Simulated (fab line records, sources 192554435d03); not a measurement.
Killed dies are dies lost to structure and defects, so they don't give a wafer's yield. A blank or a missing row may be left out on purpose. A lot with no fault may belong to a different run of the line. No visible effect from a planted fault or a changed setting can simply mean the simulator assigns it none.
fab line records | flow n5Finfet | part 1 of 2: steps 1 to 7 of 8
record lots=7 wafers=21 lastDay=15
route steps=1938 shown BEOL_M7@1330 BEOL_M8@1342 BEOL_M15@1830 PASSIVATION@1936
lots that met no fault: taken from a fault-free run of the same line
startH: the number of hours between the record's first day and the start of the first shown wafer of the lot | waitH: time in hours since the lot's previous step | " as in the row above | L1.1+2: several wafers, shown together as one row | - no value present, or no start provided | * or withheld: withheld | < > ~ a bound
route shown NAME@n: NAME is a module with steps in the file, n the number in the route of the first one | usual: mean/standard deviation of fault-free wafers | same: alike in all rows | chamber/n: place in a boat | sites: per-site readings | _std_site: the standard deviation of these | _edge_site: the outer-site mean with the inner-site mean subtracted | radiusMm: how far each site lies from the wafer's centre | mask NAME#n: copy n | behind: the tool/chamber that last shaped the wafer | hold: cause of the lot's hold/its duration in hours/its outcome | device: names the non-switching transistor (n, p or np) | end of line: the same wafers' tests at the end of the route | a step with no rows: only its recipe | killed: the dies lost at the first sort to structure and to defects; this is not the yield of the wafer | map: a wafer's dies, marking killed ones x, the rest . and places with no die _
set.NAME: the run value of the setting; set.NAME@STEP: its run value at that earlier step | model.NAME: the simulator's own value behind a step, which no gauge read
steps of the route over a sample of lots; a table a step, a row a wafer
services: from which hour (startH, from the record's first day; less than 0 if before it) a tool's chamber was out of use, for how many hours, and why
## steps
# step N5_BEOL_M7_RS_MEAS_57
# recipe thkMeasGauge=four-point-probe reads=Cu_of_BEOL_M7_ECD_50+Co_of_BEOL_M7_CVD_78+TaN_of_BEOL_M7_ALD_77
# usual M7_RS=0.287/0.0096
# columns lot.wafer tool chamber startH waitH M7_RS[ohm/sq]
L161.2 filmMetro-01 - 205.52 0.1 0.276
L161.3 " - " " 0.279
L161.5 " - " " 0.270
L167.2 filmMetro-02 - 231.58 0.1 0.290
L167.4 " - " " 0.310
L167.5 " - " " 0.288
L170.2 filmMetro-01 - 254.33 0.1 0.284
L170.3 " - " " 0.297
L170.4 " - " " 0.301
L171.3 filmMetro-02 - 259.53 0.1 0.290
L171.5 " - " " 0.298
L171.6 " - " " 0.289
L173.2 filmMetro-01 - 274.75 0.1 0.285
L173.3 " - " " 0.278
L173.5 " - " " 0.280
L175.1 filmMetro-02 - 283.32 0.1 0.285
L175.2 " - " " 0.292
L175.3 " - " " 0.304
L177.1 filmMetro-02 - 297.27 0.1 0.282
L177.5 " - " " 0.277
L177.6 " - " " 0.293
# step N5_BEOL_M8_EXPOSE_08
# recipe maskId=M8 na=1.35 sourceShape=dipole sigmaInner=0.817 sigmaOuter=0.97 polarization=te doseMj=68.25
# usual exposureDoseMJCm2=68.22/0.068 reticleTempC=23.00/0.1
# same sigmaInner=0.817
# columns lot.wafer tool chamber startH waitH mask exposureDoseMJCm2 reticleTempC
L161.2 arfiScanner-01 0 208.97 - M8#0 68.20 22.95
L161.3 " 0 " " M8#0 68.09 22.98
L161.5 " 0 " " M8#0 68.15 23.04
L167.2 arfiScanner-01 0 233.86 - M8#0 75.67 23.03
L167.4 " 0 " " M8#0 75.72 23.05
L167.5 " 0 " " M8#0 75.77 23.04
L170.2 arfiScanner-01 0 256.21 - M8#0 74.33 22.95
L170.3 " 0 " " M8#0 74.31 23.04
L170.4 " 0 " " M8#0 74.29 22.92
L171.3 arfiScanner-02 0 261.02 - M8#0 68.10 23.00
L171.5 " 0 " " M8#0 68.17 23.09
L171.6 " 0 " " M8#0 68.22 23.07
L173.2 arfiScanner-02 0 276.24 - M8#0 68.25 23.13
L173.3 " 0 " " M8#0 68.20 22.88
L173.5 " 0 " " M8#0 68.18 23.05
L175.1 arfiScanner-02 0 284.90 - M8#0 68.15 22.96
L175.2 " 0 " " M8#0 68.18 23.01
L175.3 " 0 " " M8#0 68.14 23.14
L177.1 arfiScanner-03 0 299.88 - M8#0 68.10 23.20
L177.5 " 0 " " M8#0 68.19 23.19
L177.6 " 0 " " M8#0 68.17 23.09
# step N5_BEOL_M8_CD_MEAS_11
# recipe targetCdNm=38.5 landingEnergyEv=500 detector=seInlens polarity=opening
# usual cdNm=38.4/0.77
# same landingEnergyEv=500
# columns lot.wafer tool chamber startH waitH cdNm
L161.2 cdSem-03 0 209.09 - 39.4
L161.3 " 0 " " 39.5
L161.5 " 0 " " 39.3
L167.2 cdSem-03 0 233.99 - 43.7
L167.4 " 0 " " 43.4
L167.5 " 0 " " 43.0
L170.2 cdSem-03 0 256.34 - 42.1
L170.3 " 0 " " 42.6
L170.4 " 0 " " 43.6
L171.3 cdSem-02 0 261.14 - 37.8
L171.5 " 0 " " 38.9
L171.6 " 0 " " 38.5
L173.2 cdSem-01 0 276.36 - 37.7
L173.3 " 0 " " 37.9
L173.5 " 0 " " 37.1
L175.1 cdSem-01 0 285.03 - 38.7
L175.2 " 0 " " 38.7
L175.3 " 0 " " 40.1
L177.1 cdSem-03 0 300.00 - 37.3
L177.5 " 0 " " 37.5
L177.6 " 0 " " 38.1
# step N5_BEOL_M8_OVL_MEAS_12
# recipe pointsPerWafer=44
# usual M8_OVL=0.3/0.84
# columns lot.wafer tool chamber startH waitH M8_OVL[nm]
L161.2 overlay-01 0 209.12 0.0 -0.3
L161.3 " 0 " " -0.4
L161.5 " 0 " " -0.2
L167.2 overlay-02 0 234.02 0.0 0.7
L167.4 " 0 " " 0.0
L167.5 " 0 " " 1.4
L170.2 overlay-02 0 256.37 0.0 1.0
L170.3 " 0 " " 0.5
L170.4 " 0 " " 1.0
L171.3 overlay-02 0 261.17 0.0 0.8
L171.5 " 0 " " 1.2
L171.6 " 0 " " -0.3
L173.2 overlay-02 0 276.39 0.0 1.2
L173.3 " 0 " " -1.0
L173.5 " 0 " " -0.4
L175.1 overlay-02 0 285.06 0.0 -0.1
L175.2 " 0 " " 0.0
L175.3 " 0 " " 0.2
L177.1 overlay-02 0 300.03 0.0 -0.5
L177.5 " 0 " " -1.6
L177.6 " 0 " " -1.6
# step N5_BEOL_M8_ETCH_62
# recipe chemistry=N2/H2 target=SOC targetDepthA=1100 overetchA=220 maskMaterial=SiARC tempC=40 timeS=165 ionEnergyEv=200 pressureMtorr=30 sourceW=840 biasW=150 n2FlowSccm=200 h2FlowSccm=200
# usual drypumpMotorCurrentA=5.67/0.29 n2FlowSccm=200.0/0.61 oesProductAu=0.66/0.066 rfVppV=524/3.1 showerheadPlenumPTorr=2.54/0.11 throttleValvePct=17.91/0.19
# columns lot.wafer tool chamber startH waitH drypumpMotorCurrentA n2FlowSccm oesProductAu rfHoursCounterH rfVppV showerheadPlenumPTorr throttleValvePct
L161.2 rieDiel-05 0 209.44 0.0 6.33 200.3 0.59 242 525 2.63 18.30
L161.3 " 1 " " 5.78 199.2 0.61 185 527 2.66 18.16
L161.5 " 1 " " 5.79 200.1 0.61 - 526 2.66 18.17
L167.2 rieDiel-02 0 235.79 0.0 5.83 199.9 0.60 214 520 2.41 17.89
L167.4 " 1 " " 5.68 199.8 0.77 24 530 2.72 17.87
L167.5 " 3 " " 5.32 200.3 0.61 - 524 2.52 18.09
L170.2 rieDiel-02 3 256.52 0.0 5.41 201.2 0.61 221 523 2.51 18.09
L170.3 " 1 " " 5.69 200.7 0.75 33 527 2.71 17.89
L170.4 " 0 " " 5.84 200.7 0.59 222 520 2.41 17.90
L171.3 rieDiel-02 0 261.39 0.0 5.83 199.8 0.59 224 520 2.41 17.91
L171.5 " 1 " " 5.68 199.2 0.75 - 528 2.71 17.90
L171.6 " 2 " " 5.39 200.3 0.66 - 521 2.44 17.74
L173.2 rieDiel-01 0 276.54 0.0 6.10 199.9 0.72 60 524 2.49 18.09
L173.3 " 3 " " 5.19 200.3 0.67 111 525 2.55 17.56
L173.5 " 1 " " 5.77 200.1 0.59 - 525 2.59 17.78
L175.1 rieDiel-02 1 285.24 0.0 5.69 200.3 0.74 43 527 2.71 17.92
L175.2 " 2 " " 5.38 198.9 0.64 121 521 2.43 17.75
L175.3 " 3 " " 5.41 199.5 0.60 230 523 2.51 18.11
L177.1 rieDiel-02 3 300.31 0.0 5.40 199.3 0.61 234 521 2.51 18.12
L177.5 " 3 " " 5.34 198.8 0.61 - 521 2.51 18.12
L177.6 " 0 " " 5.84 200.3 0.59 - 521 2.40 17.94
# step N5_BEOL_M8_CD_MEAS_18
# recipe pitchNm=80 targetCdNm=40
# usual cdNm=39.9/0.83
# columns lot.wafer tool chamber startH waitH cdNm
L161.2 cdSem-02 - 209.81 0.1 40.2
L161.3 " - " " 40.3
L161.5 " - " " 40.4
L167.2 cdSem-02 - 236.19 0.1 45.0
L167.4 " - " " 45.1
L167.5 " - " " 44.3
L170.2 cdSem-03 - 256.88 0.1 43.0
L170.3 " - " " 43.9
L170.4 " - " " 45.4
L171.3 cdSem-03 - 261.76 0.1 39.7
L171.5 " - " " 40.5
L171.6 " - " " 40.1
L173.2 cdSem-03 - 276.91 0.1 38.9
L173.3 " - " " 39.5
L173.5 " - " " 39.3
L175.1 cdSem-02 - 285.74 0.0 40.5
L175.2 " - " " 40.1
L175.3 " - " " 41.4
L177.1 cdSem-01 - 300.68 0.0 38.6
L177.5 " - " " 39.5
L177.6 " - " " 39.7
# step N5_BEOL_M15_RC_MEAS_101
# usual COMB_M10=1.47e-11/2.9e-12 COMB_M11=1.46e-11/2.8e-12 COMB_M12=6.8e-12/1.3e-12 COMB_M13=5.6e-12/1.3e-12 COMB_M14=4.1e-12/8.5e-13 COMB_M15=3e-12/5.5e-13 COMB_M5=3.7e-11/8.7e-12 COMB_M6=2.6e-11/4.9e-12 COMB_M7=2.5e-11/4.5e-12 COMB_M8=2.5e-11/4.3e-12 COMB_M9=1.45e-11/2.8e-12 SERP_M10=3.07/0.11 SERP_M11=3.03/0.12 SERP_M12=0.639/0.023 SERP_M13=0.311/0.008 SERP_M14=0.157/0.0064 SERP_M5=38.4/1.6 SERP_M6=13.6/0.68 SERP_M6_max_site=14.1/0.72 SERP_M7=13.8/0.64 SERP_M8=14.0/0.65 SERP_M8_max_site=14.5/0.68 SERP_M9=3.05/0.087
# columns lot.wafer tool chamber startH waitH COMB_M10[S/m] COMB_M11[S/m] COMB_M12[S/m] COMB_M13[S/m] COMB_M14[S/m] COMB_M15[S/m] COMB_M5[S/m] COMB_M6[S/m] COMB_M7[S/m] COMB_M8[S/m] COMB_M9[S/m] SERP_M10[ohm/um] SERP_M11[ohm/um] SERP_M12[ohm/um] SERP_M13[ohm/um] SERP_M14[ohm/um] SERP_M5[ohm/um] SERP_M6[ohm/um] SERP_M6_max_site[ohm/um] SERP_M7[ohm/um] SERP_M8[ohm/um] SERP_M8_max_site[ohm/um] SERP_M9[ohm/um]
L161.2 prober-01 0 260.56 0.2 1.48e-11 1.05e-11 7e-12 5.1e-12 2.3e-12 2.2e-12 3.9e-11 3.5e-11 3.8e-11 2.5e-11 1.2e-11 3.29 3.01 0.618 0.320 0.158 37.9 14.3 14.9 13.9 13.2 13.7 3.12
L161.3 " 0 " " 1.26e-11 1.22e-11 7.8e-12 4.1e-12 2.8e-12 2.4e-12 4.5e-11 2.6e-11 3.1e-11 2e-11 1.81e-11 3.23 3.10 0.631 0.315 0.140 39.4 14.0 14.8 13.3 13.4 13.7 3.08
L161.5 " 0 " " 1.28e-11 1.41e-11 7.3e-12 5.5e-12 2.9e-12 2.4e-12 4.1e-11 3e-11 3.2e-11 2.2e-11 1.23e-11 3.26 2.92 0.651 0.317 0.150 38.9 13.9 14.3 13.8 13.5 14.0 3.02
L167.2 prober-02 0 291.92 0.2 1.27e-11 1.32e-11 6.4e-12 5.4e-12 3.7e-12 2.4e-12 4.2e-11 2.8e-11 1.8e-11 2.3e-11 1.53e-11 3.20 2.93 0.613 0.315 0.163 42.2 13.1 14.3 14.0 11.7 12.1 3.06
L167.4 " 0 " " 1.25e-11 1.4e-11 6e-12 5.1e-12 3.3e-12 2e-12 5.1e-11 2.5e-11 3.1e-11 2.3e-11 1.3e-11 3.14 3.06 0.638 0.317 0.159 38.3 12.9 14.0 14.5 11.6 12.1 3.09
L167.5 " 0 " " 1.13e-11 1.39e-11 6.4e-12 6e-12 3.6e-12 1.8e-12 2.3e-11 2.3e-11 3.1e-11 2.5e-11 1.64e-11 3.04 2.97 0.609 0.310 0.157 38.5 14.6 15.2 13.5 11.8 12.2 3.01
L170.2 prober-01 0 308.64 0.2 7.8e-12 1.46e-11 7.5e-12 6.3e-12 4.8e-12 2.3e-12 3.7e-11 2.9e-11 2.5e-11 2.4e-11 1.73e-11 3.00 2.81 0.664 0.308 0.147 35.2 14.1 14.9 14.0 11.1 11.6 3.16
L170.3 " 0 " " 1.06e-11 1.55e-11 7.4e-12 5.6e-12 4.2e-12 3.4e-12 4.6e-11 2.3e-11 2.2e-11 2.4e-11 1.61e-11 2.74 2.90 0.646 0.297 0.166 41.6 12.1 12.7 14.2 11.7 12.1 3.10
L170.4 " 0 " " 1.49e-11 1.34e-11 7.5e-12 6.1e-12 4.9e-12 3e-12 4.7e-11 2.2e-11 3.1e-11 2.5e-11 1.55e-11 3.08 2.87 0.674 0.318 0.154 38.5 14.0 14.4 14.4 11.2 11.3 3.19
L171.3 prober-01 0 319.72 0.3 1.33e-11 2.15e-11 8e-12 7.1e-12 4.9e-12 2.6e-12 3.7e-11 2.3e-11 1.9e-11 2e-11 1.59e-11 3.05 3.19 0.613 0.309 0.151 37.0 12.4 13.0 14.9 13.7 14.5 3.02
L171.5 " 0 " " 1.7e-11 1.98e-11 6.2e-12 5.7e-12 3.8e-12 3.2e-12 3.2e-11 2.1e-11 2.3e-11 2.7e-11 1.51e-11 3.07 2.98 0.637 0.317 0.149 37.7 13.2 13.7 15.3 13.6 14.0 3.01
L171.6 " 0 " " 1.59e-11 1.26e-11 6e-12 5.9e-12 4.7e-12 2.5e-12 3.5e-11 2.2e-11 2.7e-11 2.5e-11 2.05e-11 3.09 2.98 0.633 0.317 0.145 36.3 12.0 12.2 14.7 14.2 14.7 2.81
L173.2 prober-02 0 335.13 0.2 1.65e-11 1.59e-11 5.4e-12 6.8e-12 5.6e-12 2.9e-12 3.5e-11 2.1e-11 1.7e-11 2.4e-11 1.42e-11 3.07 3.27 0.622 0.303 0.162 36.6 13.1 13.7 13.6 14.8 15.3 3.06
L173.3 " 0 " " 1.61e-11 1.41e-11 7.2e-12 6.1e-12 3.9e-12 3.2e-12 3.5e-11 2.5e-11 2.3e-11 2.2e-11 1.25e-11 3.08 3.12 0.664 0.316 0.157 39.7 13.1 13.2 13.4 14.5 15.1 3.11
L173.5 " 0 " " 1.36e-11 1.81e-11 5.8e-12 6.9e-12 5.8e-12 3.7e-12 3.1e-11 1.7e-11 2.9e-11 2.3e-11 1.08e-11 2.93 3.24 0.614 0.297 0.165 37.2 15.0 15.9 13.7 14.0 14.5 3.08
L175.1 prober-02 0 348.13 0.0 1.78e-11 1.4e-11 6.8e-12 5.5e-12 4.8e-12 2.6e-12 3.8e-11 3.2e-11 2.6e-11 2.2e-11 1.34e-11 2.94 2.97 0.627 0.310 0.161 36.7 13.3 13.5 13.1 13.3 13.4 2.99
L175.2 " 0 " " 1.71e-11 1.54e-11 9.4e-12 5e-12 3.2e-12 2.1e-12 6.2e-11 2.2e-11 2.9e-11 2.6e-11 1.28e-11 3.21 2.88 0.676 0.313 0.165 36.3 14.7 15.3 14.3 14.4 14.8 3.07
L175.3 " 0 " " 1.53e-11 1.61e-11 6.1e-12 3.8e-12 4.4e-12 2.8e-12 4.8e-11 2e-11 2.7e-11 3e-11 1.93e-11 3.34 2.84 0.620 0.303 0.162 38.3 13.3 13.5 14.3 13.2 13.7 3.15
L177.1 prober-01 0 348.70 0.0 1.14e-11 1.44e-11 7.7e-12 5.6e-12 3.9e-12 3.5e-12 3.1e-11 3.4e-11 1.9e-11 3.7e-11 1.38e-11 3.06 3.00 0.660 0.310 0.161 37.4 15.2 15.7 13.3 15.5 15.8 2.86
L177.5 " 0 " " 1.33e-11 1.02e-11 7.7e-12 5.4e-12 4.5e-12 3.2e-12 4.2e-11 2.6e-11 1.9e-11 2.7e-11 8.6e-12 3.16 2.94 0.637 0.302 0.142 39.8 14.7 14.9 13.0 14.7 15.1 3.08
L177.6 " 0 " " 1.63e-11 1.27e-11 8.4e-12 5.5e-12 5.8e-12 3.4e-12 3.2e-11 3.6e-11 2.9e-11 3.1e-11 1.02e-11 3.09 3.10 0.683 0.305 0.158 39.6 14.5 14.7 13.9 14.3 14.6 2.89
# sites SERP_M8 radiusMm=0,75,75,75,75,140,140,140,140
L161.2 13.7 13.5 13.1 13.4 13.3 12.8 13.0 12.8 13.2
L167.2 11.8 12.0 11.6 11.5 12.1 11.7 11.5 11.6 11.7
L170.2 11.2 11.4 11.5 11.6 11.1 10.8 11.1 11.1 11.0
L171.3 13.6 13.0 14.0 13.7 13.9 13.7 14.5 13.5 13.8
L173.2 15.3 14.8 14.8 15.0 14.4 14.4 14.5 14.3 14.8
L175.1 12.8 13.4 13.4 13.3 13.3 13.1 13.1 13.2 13.3
L177.1 15.7 15.8 15.5 15.7 15.7 15.2 15.5 15.1 15.1
## key
firstSign step=N5_BEOL_M8_EXPOSE_08 reading=exposureDoseMJCm2 direction=up sigmas=99+ usual=68.22 struck=75.01
effect step=N5_BEOL_M8_CD_MEAS_11 reading=cdNm direction=up sigmas=6.1 usual=38.4 struck=43.1 through=controlLoop
effect step=N5_BEOL_M8_CD_MEAS_18 reading=cdNm direction=up sigmas=5.5 usual=39.9 struck=44.4 through=controlLoop
effect step=N5_BEOL_M15_RC_MEAS_101 reading=SERP_M8 direction=down sigmas=3.8 usual=14.0 struck=11.5
effect step=N5_PASSIVATION_PROBE_49 reading=killed_at_M4_up direction=up sigmas=13 usual=13 struck=81 wafersMoved=5
moreKillsBornAt N5_BEOL_M8_EXPOSE_08@arfiScanner-01=400
metAt N5_BEOL_M8_EXPOSE_08
struckLots L167,L170
loopTrim step=N5_BEOL_M8_EXPOSE_08 setting=dose lots=L170
notActingAt N5_BEOL_M7_RS_MEAS_57,N5_BEOL_M8_OVL_MEAS_12,N5_BEOL_M8_ETCH_62
onsetBetween 208.97 233.86
earlierFault kind=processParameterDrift tool=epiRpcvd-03 chamber=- onsetH=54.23 steps=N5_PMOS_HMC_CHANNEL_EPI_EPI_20 channel=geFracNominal offset=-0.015 shape=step stated=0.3
earlierFault kind=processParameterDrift tool=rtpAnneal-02 chamber=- onsetH=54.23 steps=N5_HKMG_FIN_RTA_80 channel=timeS offset=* shape=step actsIn=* stated=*
fault kind=processParameterDrift tool=arfiScanner-01 chamber=- onsetH=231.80 steps=N5_BEOL_M8_EXPOSE_08 channel=doseMj offset=7.5954 shape=step actsIn=theseRecipesOnly stated=68.25
# loopTrim: a control loop set the setting to another value than it would have without faults
